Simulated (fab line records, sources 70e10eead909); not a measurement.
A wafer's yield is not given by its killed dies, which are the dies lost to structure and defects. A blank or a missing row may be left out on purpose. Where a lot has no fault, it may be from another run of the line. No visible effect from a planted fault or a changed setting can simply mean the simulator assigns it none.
fab line records	flow nandHarc
record: lots: 13	wafers: 39	lastDay: 34
route steps=1302 shown A_M1@1180 A_BONDPAD@1202 END@1302
lots untouched by any fault: they come from a run of this same line in which no faults occurred
startH: hours from the record's opening day to when the first of the lot's shown wafers began	waitH: hours from the lot's prior step to this one	" same as the row above	L1.1+2: several wafers, shown together as one row	- value missing, or start not given	* or withheld: withheld	< > ~ a bound
route shown NAME@n: names a module that has steps shown in the file, with the first one's number in the route	usual: mean/standard deviation taken from wafers without a fault	same: alike in all rows	chamber/n: place in a boat	sites: each site's reading	_std_site: standard deviation of those values	_edge_site: mean of outer sites minus mean of inner sites	radiusMm: for every site, how far away it sits from the centre of the wafer	mask NAME#n: copy n	behind: the tool/chamber that last shaped the wafer	hold: why the lot went on hold/how many hours it stayed there/how the hold came to an end	device: the transistor (n, p or np) that didn't switch	end of line: the tests these same wafers got at the end of their route	step lacking rows: just its recipe	killed: count of dies lost to structure and defects at first sort (not the wafer's yield)	map: a wafer's dies, x killed, . not, _ none there
set.NAME: the setting the step ran with; set.NAME@STEP: the setting that earlier step ran with	model.NAME: the simulator's own value behind a step, which no gauge read
one table for each step of the route and one row for each wafer, over a sample of lots
services: the hour from which a tool's chamber was out of use, counted from the record's first day as startH (under 0 if before that day), plus the number of hours and why
== steps ==
step: NHARC_A_M1_OVL_MEAS_10
recipe: pitchNm: 240
usual: overlayXNm: 0.0/0.73	overlayYNm: -0.2/0.88
lot.wafer	tool	chamber	startH	waitH	overlayXNm	overlayYNm
L574.2	overlay-01	-	548.58	-	0.9	2.0
L574.3	"	-	"	"	0.1	1.2
L574.6	"	-	"	"	0.2	1.5
L575.3	overlay-01	-	550.65	-	0.0	-1.8
L575.5	"	-	"	"	0.4	-1.5
L575.6	"	-	"	"	0.3	-1.4
L577.4	overlay-02	-	553.49	-	-0.2	0.3
L577.5	"	-	"	"	-0.6	1.0
L577.6	"	-	"	"	-0.6	0.4
L576.2	overlay-02	-	555.31	-	-0.4	-1.3
L576.3	"	-	"	"	-0.5	-1.6
L576.4	"	-	"	"	0.0	-2.1
L579.1	overlay-02	-	579.52	-	-0.4	-1.4
L579.3	"	-	"	"	-0.1	-1.2
L579.4	"	-	"	"	-0.1	-1.0
L578.1	overlay-02	-	580.62	-	0.1	0.1
L578.2	"	-	"	"	1.0	-0.5
L578.3	"	-	"	"	0.9	-0.3
L580.2	overlay-02	-	598.79	-	-0.3	-0.9
L580.4	"	-	"	"	-0.3	-0.4
L580.6	"	-	"	"	-0.6	-0.7
L583.2	overlay-02	-	612.50	-	0.7	0.2
L583.4	"	-	"	"	0.5	-0.7
L583.5	"	-	"	"	1.0	-0.4
L582.1	overlay-01	-	618.14	-	0.6	-0.1
L582.2	"	-	"	"	0.0	-0.5
L582.5	"	-	"	"	0.4	-0.1
L584.2	overlay-01	-	638.62	-	0.9	-0.9
L584.4	"	-	"	"	0.6	-0.4
L584.6	"	-	"	"	0.9	-0.7
L593.4	overlay-02	-	715.34	-	0.2	0.3
L593.5	"	-	"	"	0.0	0.2
L593.6	"	-	"	"	0.3	0.1
L594.1	overlay-01	-	766.28	-	-0.6	0.7
L594.2	"	-	"	"	-0.8	0.8
L594.4	"	-	"	"	-0.3	0.6
L596.2	overlay-02	-	769.53	-	-0.3	-0.7
L596.3	"	-	"	"	-0.3	-0.5
L596.5	"	-	"	"	0.0	-0.7
step: NHARC_A_M1_DEGAS_29
recipe: tempC: 250	timeS: 60
usual: heaterPowerW: 319/17
same: timeS: 60
lot.wafer	tool	chamber	startH	waitH	heaterPowerW
L574.2	pvdSputter-02	-	549.70	-	338
L574.3	"	-	"	"	342
L574.6	"	-	"	"	318
L575.3	pvdSputter-02	-	551.78	-	335
L575.6	"	-	"	"	340
L575.5	"	-	"	"	341
L577.4	pvdSputter-01	-	554.61	-	322
L577.5	"	-	"	"	292
L577.6	"	-	"	"	305
L576.4	pvdSputter-01	-	556.43	-	317
L576.3	"	-	"	"	299
L576.2	"	-	"	"	294
L579.3	pvdSputter-02	-	580.71	-	328
L579.4	"	-	"	"	331
L579.1	"	-	"	"	350
L578.3	pvdSputter-01	-	581.85	-	293
L578.2	"	-	"	"	312
L578.1	"	-	"	"	305
L580.2	pvdSputter-03	-	599.92	-	289
L580.4	"	-	"	"	298
L580.6	"	-	"	"	347
L583.4	pvdSputter-03	-	613.68	-	307
L583.2	"	-	"	"	344
L583.5	"	-	"	"	326
L582.1	pvdSputter-01	-	619.27	-	328
L582.2	"	-	"	"	319
L582.5	"	-	"	"	305
L584.4	pvdSputter-01	-	639.74	-	312
L584.2	"	-	"	"	310
L584.6	"	-	"	"	314
L593.4	pvdSputter-02	-	716.48	-	314
L593.6	"	-	"	"	341
L593.5	"	-	"	"	329
L594.1	pvdSputter-02	-	767.40	-	331
L594.4	"	-	"	"	311
L594.2	"	-	"	"	349
L596.2	pvdSputter-03	-	770.64	-	336
L596.3	"	-	"	"	333
L596.5	"	-	"	"	298
step: NHARC_A_BONDPAD_DEP_00
recipe: targetThkA: 2500	tempC: 370	targetThkNm: 250	pressureTorr: 3	flowSccm: 200	rfW: 450	material: SiCN
usual: heaterPowerW: 558/70
lot.wafer	tool	chamber	startH	waitH	heaterPowerW
L574.2	pecvd-01	0	552.01	-	537
L574.3	"	1	"	"	607
L574.6	"	0	"	"	558
L575.3	pecvd-04	2	554.27	-	586
L575.5	"	2	"	"	596
L575.6	"	0	"	"	529
L577.5	pecvd-04	0	557.21	-	482
L577.6	"	1	"	"	436
L577.4	"	2	"	"	555
L576.3	pecvd-04	0	559.05	-	521
L576.2	"	1	"	"	434
L576.4	"	0	"	"	546
L579.1	pecvd-03	1	582.95	-	647
L579.3	"	0	"	"	581
L579.4	"	2	"	"	671
L578.1	pecvd-04	2	584.12	-	602
L578.3	"	0	"	"	481
L578.2	"	1	"	"	519
L580.2	pecvd-04	2	602.16	-	538
L580.6	"	2	"	"	548
L580.4	"	0	"	"	536
L583.2	pecvd-04	0	615.98	-	532
L583.4	"	2	"	"	612
L583.5	"	0	"	"	555
L582.1	pecvd-04	0	621.51	-	559
L582.2	"	1	"	"	522
L582.5	"	1	"	"	544
L584.2	pecvd-03	0	642.09	-	594
L584.4	"	2	"	"	652
L584.6	"	0	"	"	600
L593.5	pecvd-04	0	718.84	-	522
L593.6	"	1	"	"	482
L593.4	"	2	"	"	454
L594.1	pecvd-04	2	769.83	-	540
L594.2	"	0	"	"	509
L594.4	"	1	"	"	454
L596.2	pecvd-03	1	772.95	-	607
L596.3	"	2	"	"	617
L596.5	"	2	"	"	629
step: NHARC_A_BONDPAD_THK_MEAS_30
recipe: thkMeasGauge: ellipsometry
usual: thkNm: 199.9/1.4
lot.wafer	tool	chamber	startH	waitH	thkNm
L574.2	filmMetro-02	-	552.62	0.2	202.1
L574.3	"	-	"	"	202.4
L574.6	"	-	"	"	200.3
L575.3	filmMetro-01	-	554.88	0.2	200.6
L575.5	"	-	"	"	201.3
L575.6	"	-	"	"	200.7
L577.4	filmMetro-02	-	557.73	0.2	201.5
L577.5	"	-	"	"	197.8
L577.6	"	-	"	"	201.4
L576.2	filmMetro-02	-	559.71	0.2	201.5
L576.3	"	-	"	"	200.7
L576.4	"	-	"	"	200.1
L579.1	filmMetro-01	-	583.61	0.2	199.4
L579.3	"	-	"	"	198.6
L579.4	"	-	"	"	200.0
L578.1	filmMetro-02	-	584.78	0.2	199.4
L578.2	"	-	"	"	197.8
L578.3	"	-	"	"	198.7
L580.2	filmMetro-02	-	602.82	0.2	200.1
L580.4	"	-	"	"	199.8
L580.6	"	-	"	"	200.1
L583.2	filmMetro-02	-	616.59	0.1	200.8
L583.4	"	-	"	"	200.8
L583.5	"	-	"	"	200.9
L582.1	filmMetro-02	-	622.17	0.2	196.5
L582.2	"	-	"	"	197.1
L582.5	"	-	"	"	198.1
L584.2	filmMetro-01	-	642.65	0.1	199.5
L584.4	"	-	"	"	200.7
L584.6	"	-	"	"	201.9
L593.4	filmMetro-02	-	719.37	0.2	199.5
L593.5	"	-	"	"	172.4
L593.6	"	-	"	"	199.1
L594.1	filmMetro-02	-	770.44	0.2	201.0
L594.2	"	-	"	"	201.0
L594.4	"	-	"	"	197.7
L596.2	filmMetro-01	-	773.56	0.2	198.0
L596.3	"	-	"	"	197.7
L596.5	"	-	"	"	198.5
step: NHARC_A_BONDPAD_OVL_MEAS_35
usual: overlayXNm: -2/6.7	overlayYNm: 1/5.4
lot.wafer	tool	chamber	startH	waitH	overlayXNm	overlayYNm
L574.2	overlay-02	-	553.28	-	2	8
L574.3	"	-	"	"	2	7
L574.6	"	-	"	"	2	8
L575.3	overlay-01	-	555.41	-	3	-5
L575.5	"	-	"	"	3	-5
L575.6	"	-	"	"	2	-4
L577.4	overlay-02	-	558.41	-	2	6
L577.5	"	-	"	"	2	6
L577.6	"	-	"	"	2	6
L576.2	overlay-02	-	560.40	-	-5	-3
L576.3	"	-	"	"	-5	-2
L576.4	"	-	"	"	-5	-2
L579.1	overlay-01	-	584.27	-	-1	3
L579.3	"	-	"	"	0	3
L579.4	"	-	"	"	-1	3
L578.1	overlay-01	-	585.43	-	-6	8
L578.2	"	-	"	"	-6	8
L578.3	"	-	"	"	-6	8
L580.2	overlay-02	-	603.34	-	11	-7
L580.4	"	-	"	"	11	-7
L580.6	"	-	"	"	11	-7
L583.2	overlay-01	-	617.25	-	2	-2
L583.4	"	-	"	"	2	-1
L583.5	"	-	"	"	2	-1
L582.1	overlay-02	-	622.71	-	4	4
L582.2	"	-	"	"	4	3
L582.5	"	-	"	"	3	4
L584.2	overlay-01	-	643.30	-	12	8
L584.4	"	-	"	"	12	8
L584.6	"	-	"	"	12	8
L593.4	overlay-02	-	719.91	-	-11	1
L593.5	"	-	"	"	-10	0
L593.6	"	-	"	"	-11	1
L594.1	overlay-01	-	770.97	-	-9	10
L594.2	"	-	"	"	-9	11
L594.4	"	-	"	"	-9	10
L596.2	overlay-01	-	774.09	-	-8	2
L596.3	"	-	"	"	-8	3
L596.5	"	-	"	"	-8	3
step: NHARC_END_SORT_01
recipe: tempC: 25
usual: defectLimitedYield: 90.7/3	killedAtArray: 58/20	killedAtOther: 0.9/1.4	killedAtPeriphery: 4/3.1	killedDies: 63/20	killedOpen: 3.3/1.8	killedShort: 2.4/1.5
same: grossDies: 677
lot.wafer	tool	chamber	startH	waitH	defectLimitedYield[%]	killedAtArray	killedAtOther	killedAtPeriphery	killedDies	killedOpen	killedShort
L574.2	prober-02	0	594.07	2.8	90.0	48	7	13	68	5	1
L574.3	prober-02	0	594.88	3.1	90.3	57	2	7	66	4	2
L574.6	prober-02	0	597.29	4.0	92.5	43	3	5	51	1	1
L575.3	prober-01	0	594.89	3.1	93.2	41	0	5	46	5	3
L575.5	prober-01	0	596.48	3.7	93.1	40	0	7	47	6	2
L575.6	prober-01	0	597.28	4.0	91.9	48	1	6	55	2	3
L577.4	prober-01	0	603.47	3.4	83.8	106	2	2	110	0	3
L577.5	prober-01	0	604.27	3.7	83.6	109	1	1	111	3	1
L577.6	prober-01	0	605.07	4.0	88.2	73	0	7	80	2	1
L576.2	prober-02	0	604.26	2.8	90.8	59	0	3	62	3	1
L576.3	prober-02	0	605.06	3.1	90.0	66	0	2	68	3	6
L576.4	prober-02	0	605.86	3.4	91.0	59	1	1	61	4	3
L579.1	prober-02	0	613.91	2.5	91.4	56	1	1	58	4	3
L579.3	prober-02	0	615.49	3.1	90.4	64	0	1	65	4	6
L579.4	prober-02	0	616.28	3.4	88.8	76	0	0	76	0	5
L578.1	prober-01	0	613.92	2.5	90.1	60	1	6	67	3	0
L578.2	prober-01	0	614.72	2.8	86.6	88	1	2	91	4	2
L578.3	prober-01	0	615.52	3.1	90.5	59	2	3	64	1	1
L580.2	prober-02	0	634.14	2.8	94.8	34	1	0	35	4	3
L580.4	prober-02	0	635.74	3.4	93.2	43	2	1	46	5	7
L580.6	prober-02	0	637.34	4.0	94.4	36	1	1	38	5	2
L583.2	prober-01	0	648.00	2.8	84.0	95	0	13	108	2	0
L583.4	prober-01	0	649.60	3.4	87.4	81	0	4	85	5	3
L583.5	prober-01	0	650.40	3.7	85.4	84	0	15	99	4	3
L582.1	prober-02	0	657.02	2.5	94.7	33	3	0	36	2	4
L582.2	prober-02	0	657.82	2.8	95.3	28	3	1	32	4	2
L582.5	prober-02	0	660.21	3.7	94.8	32	1	2	35	3	3
L584.2	prober-01	0	674.50	2.8	88.5	76	0	2	78	5	5
L584.4	prober-01	0	676.08	3.4	87.6	79	1	4	84	2	0
L584.6	prober-01	0	677.66	3.9	88.2	73	3	4	80	4	1
L593.4	prober-02	0	767.43	3.4	85.7	94	2	1	97	3	3
L593.5	prober-02	0	768.24	3.7	88.6	76	0	1	77	0	3
L593.6	prober-02	0	769.05	4.0	90.0	65	0	3	68	3	3
L594.1	prober-01	0	804.62	2.5	92.6	45	0	5	50	4	2
L594.2	prober-01	0	805.42	2.8	95.1	31	0	2	33	3	1
L594.4	prober-01	0	807.01	3.4	92.8	40	0	9	49	7	2
L596.2	prober-02	0	805.29	2.8	95.9	26	2	0	28	4	4
L596.3	prober-02	0	806.10	3.1	93.5	40	1	3	44	1	4
L596.5	prober-02	0	807.72	3.7	92.9	45	1	2	48	1	1
killed by level:class
L574.2 A_CHANNEL_HOLE_D1:chamberFilmFlake=29 P_GATE:chamberFilmFlake=8 THIN_TSV:chamberFilmFlake=7 A_CHANNEL_HOLE_D2:chamberFilmFlake=6 A_STAIRCASE:chamberFilmFlake=4 A_WL_FILL:chamberFilmFlake=3 P_ZERO_WELL:chamberFilmFlake=2 A_DECK1_JOINT:chamberFilmFlake=2
L574.3 A_CHANNEL_HOLE_D1:chamberFilmFlake=37 A_CHANNEL_HOLE_D2:chamberFilmFlake=7 P_GATE:chamberFilmFlake=4 P_M1:chamberFilmFlake=3 A_STAIRCASE:chamberFilmFlake=3 A_CHANNEL_FILL_D1:geometricParticle:open=2 A_WL_FILL:chamberFilmFlake=2 THIN_TSV:chamberFilmFlake=2
L575.3 A_SLIT:chamberFilmFlake=17 A_CHANNEL_HOLE_D2:chamberFilmFlake=6 A_BONDPAD:chamberFilmFlake=5 P_GATE:chamberFilmFlake=4 A_CONTACT:chamberFilmFlake=3 A_SOURCE_PLATE:geometricParticle:short=1 A_CHANNEL_HOLE_D1:geometricParticle:open=1 A_CHANNEL_HOLE_D2:geometricParticle:open=1
L575.5 A_SLIT:chamberFilmFlake=14 A_CHANNEL_HOLE_D2:chamberFilmFlake=7 P_GATE:chamberFilmFlake=4 A_BONDPAD:chamberFilmFlake=4 A_DECK1_JOINT:chamberFilmFlake=2 A_STAIRCASE:chamberFilmFlake=2 A_CONTACT:chamberFilmFlake=2 P_GATE:geometricParticle:short=1
L575.6 A_SLIT:chamberFilmFlake=28 A_CHANNEL_HOLE_D2:chamberFilmFlake=8 A_STAIRCASE:chamberFilmFlake=3 A_BONDPAD:chamberFilmFlake=3 P_M0:geometricParticle:open=2 P_GATE:chamberFilmFlake=2 A_CONTACT:chamberFilmFlake=2 P_GATE:geometricParticle:short=1
L574.6 A_CHANNEL_HOLE_D1:chamberFilmFlake=24 A_STAIRCASE:chamberFilmFlake=5 A_CHANNEL_HOLE_D2:chamberFilmFlake=5 THIN_TSV:chamberFilmFlake=3 P_GATE:chamberFilmFlake=2 A_WL_FILL:chamberFilmFlake=2 A_CONTACT:chamberFilmFlake=2 P_STI:geometricParticle:short=1
L577.4 A_CHANNEL_HOLE_D2:chamberFilmFlake=34 A_CHANNEL_HOLE_D1:chamberFilmFlake=31 A_SLIT:chamberFilmFlake=27 A_CONTACT:chamberFilmFlake=8 A_CHANNEL_FILL_D2:chamberFilmFlake=2 THIN_TSV:chamberFilmFlake=2 A_CHANNEL_HOLE_D1:geometricParticle:short=1 A_CHANNEL_FILL_D2:geometricParticle:short=1
L576.2 A_CHANNEL_HOLE_D1:chamberFilmFlake=36 A_SLIT:chamberFilmFlake=5 A_CHANNEL_HOLE_D2:chamberFilmFlake=4 A_CONTACT:chamberFilmFlake=4 A_STAIRCASE:chamberFilmFlake=3 A_CHANNEL_FILL_D2:chamberFilmFlake=2 P_GATE:chamberFilmFlake=2 P_GATE:geometricParticle:open=1
L577.5 A_CHANNEL_HOLE_D2:chamberFilmFlake=33 A_CHANNEL_HOLE_D1:chamberFilmFlake=32 A_SLIT:chamberFilmFlake=26 A_CONTACT:chamberFilmFlake=7 A_CHANNEL_FILL_D2:chamberFilmFlake=2 A_BONDPAD:chamberFilmFlake=2 A_DECK1_JOINT:geometricParticle:open=1 A_CHANNEL_FILL_D2:geometricParticle:open=1
L576.3 A_CHANNEL_HOLE_D1:chamberFilmFlake=38 A_CHANNEL_HOLE_D2:chamberFilmFlake=7 A_CHANNEL_FILL_D2:chamberFilmFlake=3 A_STAIRCASE:chamberFilmFlake=3 A_CONTACT:chamberFilmFlake=3 A_CHANNEL_HOLE_D1:geometricParticle:short=2 A_CHANNEL_FILL_D2:geometricParticle:short=2 A_SLIT:chamberFilmFlake=2
L577.6 A_CHANNEL_HOLE_D2:chamberFilmFlake=26 A_CHANNEL_HOLE_D1:chamberFilmFlake=19 A_SLIT:chamberFilmFlake=13 A_CONTACT:chamberFilmFlake=5 P_GATE:chamberFilmFlake=3 A_CHANNEL_FILL_D1:chamberFilmFlake=2 A_DECK1_JOINT:chamberFilmFlake=2 A_STAIRCASE:chamberFilmFlake=2
L576.4 A_CHANNEL_HOLE_D1:chamberFilmFlake=39 A_CHANNEL_HOLE_D2:chamberFilmFlake=6 A_CONTACT:chamberFilmFlake=3 A_CHANNEL_FILL_D1:chamberFilmFlake=2 A_CHANNEL_FILL_D1:geometricParticle:open=1 A_DECK1_JOINT:geometricParticle:open=1 A_ONON_D2:geometricParticle:short=1 A_ONON_D2:geometricParticle:open=1
L579.1 A_CHANNEL_HOLE_D2:chamberFilmFlake=30 A_SLIT:chamberFilmFlake=13 A_CONTACT:chamberFilmFlake=3 A_CHANNEL_HOLE_D2:geometricParticle:open=2 A_CHANNEL_HOLE_D1:chamberFilmFlake=2 P_M0:geometricParticle:open=1 A_SOURCE_PLATE:geometricParticle:short=1 A_ONON_D1:geometricParticle:short=1
L578.1 A_CHANNEL_HOLE_D2:chamberFilmFlake=28 A_CHANNEL_HOLE_D1:chamberFilmFlake=22 A_CONTACT:chamberFilmFlake=5 P_CONTACT:geometricParticle:open=2 P_ZERO_WELL:chamberFilmFlake=2 P_GATE:chamberFilmFlake=2 A_CHANNEL_FILL_D1:chamberFilmFlake=2 A_STAIRCASE:chamberFilmFlake=2
L578.2 A_CHANNEL_HOLE_D1:chamberFilmFlake=39 A_CHANNEL_HOLE_D2:chamberFilmFlake=38 A_CHANNEL_FILL_D2:chamberFilmFlake=3 A_SLIT:chamberFilmFlake=2 P_CONTACT:geometricParticle:open=1 A_ONON_D1:geometricParticle:open=1 A_CHANNEL_FILL_D1:geometricParticle:short=1 A_SGD_CUT:geometricParticle:short=1
L579.3 A_CHANNEL_HOLE_D2:chamberFilmFlake=29 A_SLIT:chamberFilmFlake=18 A_CHANNEL_HOLE_D1:chamberFilmFlake=4 A_CHANNEL_FILL_D2:geometricParticle:short=2 A_DECK1_JOINT:chamberFilmFlake=2 A_SOURCE_PLATE:geometricParticle:open=1 A_CHANNEL_FILL_D1:geometricParticle:open=1 A_CHANNEL_FILL_D1:geometricParticle:short=1
L578.3 A_CHANNEL_HOLE_D1:chamberFilmFlake=32 A_CHANNEL_HOLE_D2:chamberFilmFlake=14 A_CONTACT:chamberFilmFlake=4 A_CHANNEL_FILL_D1:chamberFilmFlake=2 A_DECK1_JOINT:chamberFilmFlake=2 A_CHANNEL_FILL_D2:chamberFilmFlake=2 THIN_TSV:chamberFilmFlake=2 A_CHANNEL_FILL_D1:geometricParticle:open=1
L579.4 A_SLIT:chamberFilmFlake=32 A_CHANNEL_HOLE_D2:chamberFilmFlake=30 A_CONTACT:chamberFilmFlake=4 A_ONON_D1:geometricParticle:short=2 A_DECK1_JOINT:geometricParticle:short=2 A_CHANNEL_HOLE_D1:chamberFilmFlake=2 A_BONDPAD:chamberFilmFlake=2 A_M0:geometricParticle:short=1
L580.2 A_CHANNEL_HOLE_D2:chamberFilmFlake=16 A_WL_FILL:chamberFilmFlake=4 A_CHANNEL_HOLE_D1:chamberFilmFlake=3 A_ONON_D1:geometricParticle:open=2 A_CONTACT:chamberFilmFlake=2 A_SOURCE_PLATE:geometricParticle:short=1 A_CHANNEL_FILL_D1:geometricParticle:short=1 A_DECK1_JOINT:geometricParticle:open=1
L580.4 A_CHANNEL_HOLE_D2:chamberFilmFlake=11 A_CONTACT:chamberFilmFlake=7 A_CHANNEL_HOLE_D1:chamberFilmFlake=4 A_STAIRCASE:chamberFilmFlake=3 A_WL_FILL:chamberFilmFlake=3 A_CHANNEL_FILL_D2:geometricParticle:short=2 A_BLC:geometricParticle:short=2 A_DECK1_JOINT:chamberFilmFlake=2
L580.6 A_CHANNEL_HOLE_D2:chamberFilmFlake=14 A_CHANNEL_HOLE_D1:chamberFilmFlake=4 A_CONTACT:chamberFilmFlake=4 A_WL_FILL:chamberFilmFlake=3 A_ONON_D1:geometricParticle:open=2 A_SOURCE_PLATE:geometricParticle:short=1 A_CHANNEL_HOLE_D2:geometricParticle:open=1 A_WL_FILL:geometricParticle:short=1
L583.2 A_CHANNEL_HOLE_D1:chamberFilmFlake=39 A_SLIT:chamberFilmFlake=35 A_CHANNEL_HOLE_D2:chamberFilmFlake=8 P_CONTACT:chamberFilmFlake=5 P_M1:chamberFilmFlake=3 A_WL_FILL:chamberFilmFlake=3 A_CONTACT:chamberFilmFlake=3 A_M1:chamberFilmFlake=3
L583.4 A_CHANNEL_HOLE_D1:chamberFilmFlake=37 A_CHANNEL_HOLE_D2:chamberFilmFlake=18 A_SLIT:chamberFilmFlake=14 P_CONTACT:chamberFilmFlake=2 A_STAIRCASE:chamberFilmFlake=2 A_CONTACT:chamberFilmFlake=2 P_STI:geometricParticle:open=1 A_SOURCE_PLATE:geometricParticle:open=1
L583.5 A_SLIT:chamberFilmFlake=35 A_CHANNEL_HOLE_D1:chamberFilmFlake=30 P_CONTACT:chamberFilmFlake=8 A_CHANNEL_HOLE_D2:chamberFilmFlake=8 A_CONTACT:chamberFilmFlake=4 A_SOURCE_PLATE:geometricParticle:open=2 P_STI:chamberFilmFlake=2 P_M1:chamberFilmFlake=2
L582.1 A_CHANNEL_HOLE_D2:chamberFilmFlake=9 A_CHANNEL_HOLE_D1:chamberFilmFlake=4 A_CONTACT:chamberFilmFlake=4 THIN_TSV:chamberFilmFlake=3 A_CHANNEL_FILL_D1:chamberFilmFlake=2 A_STAIRCASE:chamberFilmFlake=2 A_WL_FILL:chamberFilmFlake=2 A_M1:chamberFilmFlake=2
L582.2 A_CHANNEL_HOLE_D2:chamberFilmFlake=12 A_CHANNEL_HOLE_D1:chamberFilmFlake=4 A_CHANNEL_FILL_D1:chamberFilmFlake=3 THIN_TSV:chamberFilmFlake=2 A_CHANNEL_HOLE_D1:geometricParticle:short=1 A_CHANNEL_FILL_D1:geometricParticle:open=1 A_ONON_D2:geometricParticle:open=1 A_ONON_D2:geometricParticle:short=1
L582.5 A_CHANNEL_HOLE_D2:chamberFilmFlake=10 A_CHANNEL_HOLE_D1:chamberFilmFlake=6 A_CHANNEL_FILL_D2:chamberFilmFlake=4 A_WL_FILL:chamberFilmFlake=3 A_DECK1_JOINT:geometricParticle:short=2 A_STAIRCASE:chamberFilmFlake=2 P_CONTACT:geometricParticle:short=1 A_CHANNEL_FILL_D1:geometricParticle:open=1
L584.2 A_CHANNEL_HOLE_D1:chamberFilmFlake=35 A_SLIT:chamberFilmFlake=18 A_CONTACT:chamberFilmFlake=8 A_STAIRCASE:chamberFilmFlake=3 A_CHANNEL_FILL_D1:geometricParticle:open=2 A_SOURCE_PLATE:geometricParticle:open=1 A_SOURCE_PLATE:geometricParticle:short=1 A_CHANNEL_HOLE_D1:geometricParticle:short=1
L584.4 A_CHANNEL_HOLE_D1:chamberFilmFlake=34 A_SLIT:chamberFilmFlake=34 A_CONTACT:chamberFilmFlake=4 P_BONDPAD:chamberFilmFlake=3 A_STAIRCASE:chamberFilmFlake=3 A_ONON_D1:geometricParticle:open=1 A_CONTACT:geometricParticle:open=1 P_GATE:chamberFilmFlake=1
L584.6 A_CHANNEL_HOLE_D1:chamberFilmFlake=34 A_SLIT:chamberFilmFlake=23 A_CONTACT:chamberFilmFlake=8 P_BONDPAD:chamberFilmFlake=2 THIN_TSV:chamberFilmFlake=2 A_STAIRCASE:chamberFilmFlake=2 A_WL_FILL:chamberFilmFlake=2 P_M0:geometricParticle:open=1
L593.4 A_CHANNEL_HOLE_D1:chamberFilmFlake=35 A_CHANNEL_HOLE_D2:chamberFilmFlake=30 A_SLIT:chamberFilmFlake=9 A_CONTACT:chamberFilmFlake=6 A_BONDPAD:chamberFilmFlake=6 A_CHANNEL_FILL_D1:chamberFilmFlake=3 A_DECK1_JOINT:geometricParticle:open=1 A_DECK1_JOINT:geometricParticle:short=1
L593.5 A_CHANNEL_HOLE_D2:chamberFilmFlake=30 A_CHANNEL_HOLE_D1:chamberFilmFlake=27 A_CONTACT:chamberFilmFlake=7 A_BONDPAD:chamberFilmFlake=6 A_CHANNEL_FILL_D1:geometricParticle:short=3 A_SLIT:chamberFilmFlake=3 P_GATE:chamberFilmFlake=1
L593.6 A_CHANNEL_HOLE_D1:chamberFilmFlake=28 A_CHANNEL_HOLE_D2:chamberFilmFlake=14 A_CONTACT:chamberFilmFlake=6 A_SLIT:chamberFilmFlake=5 A_BONDPAD:chamberFilmFlake=4 P_CONTACT:geometricParticle:open=1 P_M0:geometricParticle:short=1 A_BLC:geometricParticle:open=1
L594.1 A_CHANNEL_HOLE_D1:chamberFilmFlake=17 A_SLIT:chamberFilmFlake=9 A_CONTACT:chamberFilmFlake=5 A_STAIRCASE:chamberFilmFlake=4 P_GATE:chamberFilmFlake=3 A_M0:geometricParticle:open=2 A_CHANNEL_FILL_D1:chamberFilmFlake=2 A_DECK1_JOINT:chamberFilmFlake=2
L596.2 A_SLIT:chamberFilmFlake=12 A_CHANNEL_FILL_D1:geometricParticle:short=2 A_WL_FILL:chamberFilmFlake=2 THIN_TSV:chamberFilmFlake=2 A_ONON_D1:geometricParticle:open=1 A_CHANNEL_FILL_D2:geometricParticle:open=1 A_WL_FILL:geometricParticle:short=1 A_CONTACT:geometricParticle:open=1
L594.2 A_CHANNEL_HOLE_D1:chamberFilmFlake=9 A_SLIT:chamberFilmFlake=9 A_STAIRCASE:chamberFilmFlake=6 A_CONTACT:chamberFilmFlake=2 P_CONTACT:geometricParticle:short=1 P_M1:geometricParticle:open=1 A_CHANNEL_FILL_D2:geometricParticle:open=1 A_BLC:geometricParticle:open=1
L596.3 A_SLIT:chamberFilmFlake=28 A_CONTACT:chamberFilmFlake=5 A_WL_FILL:chamberFilmFlake=3 P_STI:chamberFilmFlake=2 P_M0:geometricParticle:short=1 A_ONON_D1:geometricParticle:open=1 A_DECK1_JOINT:geometricParticle:short=1 A_SGD_CUT:geometricParticle:short=1
L594.4 A_CHANNEL_HOLE_D1:chamberFilmFlake=10 A_CONTACT:chamberFilmFlake=8 A_STAIRCASE:chamberFilmFlake=6 A_SLIT:chamberFilmFlake=6 P_GATE:chamberFilmFlake=4 P_CONTACT:geometricParticle:open=2 A_CHANNEL_FILL_D1:geometricParticle:open=2 P_ZERO_WELL:chamberFilmFlake=2
L596.5 A_SLIT:chamberFilmFlake=35 A_CONTACT:chamberFilmFlake=3 P_STI:chamberFilmFlake=2 A_CHANNEL_HOLE_D2:chamberFilmFlake=2 A_WL_FILL:chamberFilmFlake=2 A_DECK1_JOINT:geometricParticle:short=1 A_BLC:geometricParticle:open=1 A_M0:chamberFilmFlake=1
== services ==
tool	chamber	startH	hours	kind
pecvd-03	-	547.08	13.0	pm
pvdSputter-03	-	552.72	10.0	pm
pvdSputter-02	-	555.69	6.9	repair
pvdSputter-03	-	579.53	1.3	repair
pecvd-04	-	582.43	0.5	repair
pvdSputter-01	-	583.37	10.0	pm
pvdSputter-02	-	597.37	1.4	repair
pvdSputter-03	-	617.95	0.5	repair
pecvd-04	2	622.94	3.1	repair
pecvd-04	-	631.08	13.0	pm
pecvd-04	0	631.08	13.0	ventCycle
pecvd-04	1	631.08	13.0	ventCycle
pecvd-04	2	631.08	13.0	ventCycle
pvdSputter-02	-	638.00	10.0	pm
pecvd-04	0	644.08	-	clean
pvdSputter-02	-	658.37	5.7	repair
pecvd-01	-	673.93	13.0	pm
pvdSputter-02	-	724.06	2.2	repair
pecvd-03	-	728.08	13.0	pm
pvdSputter-03	-	730.72	10.0	pm
pvdSputter-03	-	742.65	1.7	repair
pecvd-04	0	746.54	6.8	repair
pvdSputter-01	-	761.37	10.0	pm
pvdSputter-02	-	768.20	2.4	repair
== key ==
firstSign: step: NHARC_A_BONDPAD_THK_MEAS_30	reading: thkNm	direction: down	sigmas: 19	usual: 199.9	struck: 172.4
effect none on later readings
metAt NHARC_A_BONDPAD_DEP_00
struckLots L593
struckWafers L593.5
notActingAt NHARC_A_M1_OVL_MEAS_10,NHARC_A_M1_DEGAS_29,NHARC_A_BONDPAD_OVL_MEAS_35
onsetBetween 621.51 718.84
fault: kind: processParameterDrift	tool: pecvd-04	chamber: -	onsetH: 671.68	steps: NHARC_A_BONDPAD_DEP_00	channel: targetThkNm	offset: -80.435	shape: step	endH: 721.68	scope: struckWafersOnly	actsIn: theseRecipesOnly	stated: 250
